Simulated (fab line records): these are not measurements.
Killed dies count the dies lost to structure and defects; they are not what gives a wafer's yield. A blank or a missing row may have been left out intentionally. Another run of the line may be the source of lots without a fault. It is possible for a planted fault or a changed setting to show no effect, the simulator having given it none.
Commonality check across tools	flow nand harc	Lots sampled 10, wafers sampled 30

WHY THIS WAS OPENED
On 2 of the 10 lots, a flag is raised at NHARC_P_GATE_INSPECT_28 on the reading raw defect count. Wafers without a fault read 6, standard deviation 3.1.
Rule: a lot is flagged when every wafer of it that has a number lies more than 4 standard deviations from that mean, or none has a number. The other lots count as sound.

lot	measured	on	raw defect count, wafer by wafer	flag
L798	day 5 17:26	defect inspect-02	6 6 2	
L802	day 7 10:38	defect inspect-01	6 10 5	
L804	day 8 04:23	defect inspect-02	8 10 5	
L807	day 9 12:49	defect inspect-01	12 9 9	
L808	day 9 22:23	defect inspect-02	4 7 7	
L810	day 11 02:37	defect inspect-01	297 289 279	FLAGGED
L811	day 11 02:47	defect inspect-01	279 304 308	FLAGGED
L812	day 11 19:34	defect inspect-01	5 5 3	
L817	day 13 20:50	defect inspect-02	7 10 3	
L819	day 14 18:13	defect inspect-01	10 3 8	
Average over the flagged lots: 293; offset from the usual +287, equal to +92 standard deviations.

WHICH TOOL EACH LOT WENT THROUGH
The record keeps 1 process step preceding the reading, out of 1302 steps on the route. Cell contents, in order: the tool; ch with the chambers the sampled wafers went through; the start.
lot	flag	NHARC_P_GATE_CVD_17
L798		lpcvd poly-02 ch 0, day 5 11:55
L802		lpcvd poly-02 ch 0, day 7 06:43
L804		lpcvd poly-04 ch 0, day 7 22:41
L807		lpcvd poly-01 ch 0, day 9 08:46
L808		lpcvd poly-01 ch 0, day 9 16:03
L810	FLAGGED	lpcvd poly-01 ch 0, day 10 22:31
L811	FLAGGED	lpcvd poly-01 ch 0, day 10 22:31
L812		lpcvd poly-02 ch 0, day 11 13:06
L817		lpcvd poly-02 ch 0, day 13 13:20
L819		lpcvd poly-04 ch 0, day 14 12:30
These steps, and what they do:
- NHARC_P_GATE_CVD_17: deposits poly-Si, target thk 150 nm, time 900 s.
- NHARC_P_GATE_INSPECT_28

FLAGGED AGAINST TOTAL, ONE TOOL AT A TIME (gauges that did the reading follow at the end)
step	tool	lots run	flagged	share of the flagged lots	sound lots run after its first flagged lot
NHARC_P_GATE_CVD_17	lpcvd poly-01	4	2	all	0
NHARC_P_GATE_CVD_17	lpcvd poly-02	4	0	none	-
NHARC_P_GATE_CVD_17	lpcvd poly-04	2	0	none	-
NHARC_P_GATE_INSPECT_28	defect inspect-01	6	2	all	2 (L812,L819)
NHARC_P_GATE_INSPECT_28	defect inspect-02	4	0	none	-

WHAT IS ALLOWED BY THE TABLE
lpcvd poly-01 at NHARC_P_GATE_CVD_17 and defect inspect-01 at NHARC_P_GATE_INSPECT_28 are the 2 rows of the table that ran each flagged lot.
- lpcvd poly-01 at NHARC_P_GATE_CVD_17: 2 of its 4 lots flagged. Its last sound lot is L808 (day 9 16:03), its first flagged lot L810 (day 10 22:31): a fault that began between those two fits.
- defect inspect-01 at NHARC_P_GATE_INSPECT_28: 2 of its 6 lots flagged. Sound lots followed the first flagged one (L812, L819) on it, something a lasting fault affecting the whole tool could not allow.
One tool is left: lpcvd poly-01 at NHARC_P_GATE_CVD_17.

WHAT HAD BEEN PUT IN BY THE SIMULATOR
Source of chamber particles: lpcvd poly-01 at NHARC_P_GATE_CVD_17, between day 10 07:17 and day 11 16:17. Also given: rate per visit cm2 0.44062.
Lots struck among those shown: L810, L811. The same result came from the rule above.
